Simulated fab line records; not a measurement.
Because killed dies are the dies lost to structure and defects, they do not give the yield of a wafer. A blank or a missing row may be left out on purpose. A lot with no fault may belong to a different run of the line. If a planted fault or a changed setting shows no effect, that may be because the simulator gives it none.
Which of the tools did it?	flow n5-finfet	9 lots, 27 wafers sampled, at 1 step of a route of 1938

WHAT THE GAUGES SHOWED, per wafer
N5_BEOL_M4_RC_MEAS_101.
lot	measured	on	DIBL_N (mV/V)
L905	day 8 10:27	prober-02	35.7 34.0 36.6
L906	day 9 05:26	prober-01	35.5 36.9 37.6
L908	day 9 07:47	prober-02	35.1 32.9 33.3
L907	day 9 08:05	prober-01	37.7 36.2 37.6
L909	day 9 13:36	prober-02	34.7 37.3 35.3
L917	day 11 18:08	prober-01	34.8 35.3 33.9
L920	day 12 19:05	prober-01	36.3 36.8 37.0
L923	day 13 05:27	prober-02	38.2 37.4 39.1
L925	day 13 10:26	prober-02	38.9 38.1 37.4

WHICH TOOL RAN EACH LOT (tool, then ch and the chambers of the sampled wafers, then the start)
The record holds no process step before these readings.

THE ANSWER, worked out from the rows above alone
Rule: usual is defined by the lots themselves. The widest of any qualifying gaps counts: lots, ordered by their means at a reading, are off when they make up no more than a third of the lots, leave a main group of 4 or more, and stand apart from it by 3 or more times the standard deviation of that group's means. Not used: any main group whose means are identical at the precision the tables above print for the reading. A lot without any number at a reading at which 4 lots or more have one is off too. Any other lot the step has rows for is counted as sound.
No lot is off on any of the readings shown, so nothing can be concluded from this.

WHAT THE SIMULATOR PUT IN
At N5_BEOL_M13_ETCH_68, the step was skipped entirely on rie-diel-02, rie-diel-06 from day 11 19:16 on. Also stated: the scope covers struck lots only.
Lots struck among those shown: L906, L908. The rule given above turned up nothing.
